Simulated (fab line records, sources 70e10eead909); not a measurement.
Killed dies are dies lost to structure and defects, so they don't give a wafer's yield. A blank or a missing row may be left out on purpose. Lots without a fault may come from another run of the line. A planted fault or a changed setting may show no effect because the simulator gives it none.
Chamber matching | flow nand_harc | NHARC_A_WL_FILL_ALD_10 on ald_hk-01: 4 sister chambers
The step deposits SiO2, target thk 50 nm, pulse time 10 s, ald cycles 500. 20 wafers are shown with their chamber, then 10 later ones without.

WAFERS WITH THEIR CHAMBER
wafer  | chamber | heater_power_w (W) | susceptor_temp_C (C) | precursor_pulse_height_rel
L074.3 | 0       | 484                | 300.16               | 0.994
L074.4 | 1       | 453                | 300.00               | 0.992
L074.5 | 1       | 444                | 299.93               | 0.986
L075.4 | 1       | 449                | 300.06               | 1.015
L075.3 | 3       | 460                | 300.09               | 0.960
L075.5 | 2       | 447                | 300.13               | 0.993
L079.2 | 1       | 446                | 300.08               | 0.994
L079.4 | 0       | 488                | 300.13               | 1.001
L079.5 | 3       | 464                | 300.29               | 1.030
L083.2 | 2       | 458                | 300.31               | 1.017
L083.3 | 1       | 453                | 299.93               | 0.988
L083.4 | 0       | 476                | 299.76               | 0.987
L084.4 | 0       | 467                | 299.79               | 1.002
L084.2 | 3       | 455                | 299.95               | 1.001
L084.6 | 0       | 478                | 299.65               | 0.998
L085.2 | 0       | 475                | 300.27               | 0.997
L085.4 | 1       | 454                | 299.64               | 0.977
L085.6 | 2       | 435                | 300.15               | 1.015
L090.2 | 3       | 440                | 299.87               | 1.014
L090.5 | 0       | 470                | 299.82               | 0.977

SIGNATURES (means of the wafers above)
reading                    | chamber 0 | chamber 1 | chamber 2 | chamber 3 | scatter within a chamber
heater_power_w             | 476.86    | 449.83    | 446.67    | 454.75    | 7.93
susceptor_temp_C           | 299.9400  | 299.9400  | 300.1967  | 300.0500  | 0.193
precursor_pulse_height_rel | 0.99371   | 0.99200   | 1.00833   | 1.00125   | 0.0165
Rule: a wafer's distance from a chamber is the root of the sum, over the readings, of the square of ((its reading less the chamber's mean) divided by the reading's scatter). The wafer belongs to the nearest chamber; if the next one is less than 2 further off, it can't be placed. The scatter: the root of (the sum of the squares of (reading less its chamber's mean) over the shown wafers, divided by (wafers less chambers)).

WAFERS WITHOUT THEIR CHAMBER
wafer  | heater_power_w (W) | susceptor_temp_C (C) | precursor_pulse_height_rel
L090.6 | 462                | 300.13               | 0.986
L093.1 | 446                | 300.25               | 1.009
L093.2 | 469                | 299.76               | 0.991
L093.5 | 421                | 300.18               | 0.982
L096.2 | 470                | 299.82               | 1.015
L096.3 | 433                | 299.91               | 0.989
L096.6 | 462                | 299.80               | 1.038
L097.2 | 431                | 300.33               | 1.000
L097.4 | 494                | 299.81               | 0.993
L097.6 | 439                | 299.92               | 1.011

WHICH CHAMBER EACH WENT THROUGH
wafer  | from the rows above               | in truth
L090.6 | can't be placed: 3 or 1 or 0 or 2 | 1
L093.1 | can't be placed: 2 or 3 or 1      | 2
L093.2 | can't be placed: 0 or 3 or 1      | 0
L093.5 | can't be placed: 2 or 1 or 3      | 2
L096.2 | can't be placed: 0 or 3 or 1 or 2 | 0
L096.3 | can't be placed: 1 or 2 or 3      | 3
L096.6 | can't be placed: 3 or 1 or 2 or 0 | 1
L097.2 | can't be placed: 2 or 1 or 3      | 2
L097.4 | 0                                 | 0
L097.6 | can't be placed: 2 or 1 or 3      | 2
Placed correctly: 1 of 10. Can't be placed from these rows: 9 (the true chamber is among the candidates in 9). Placed wrongly: 0.
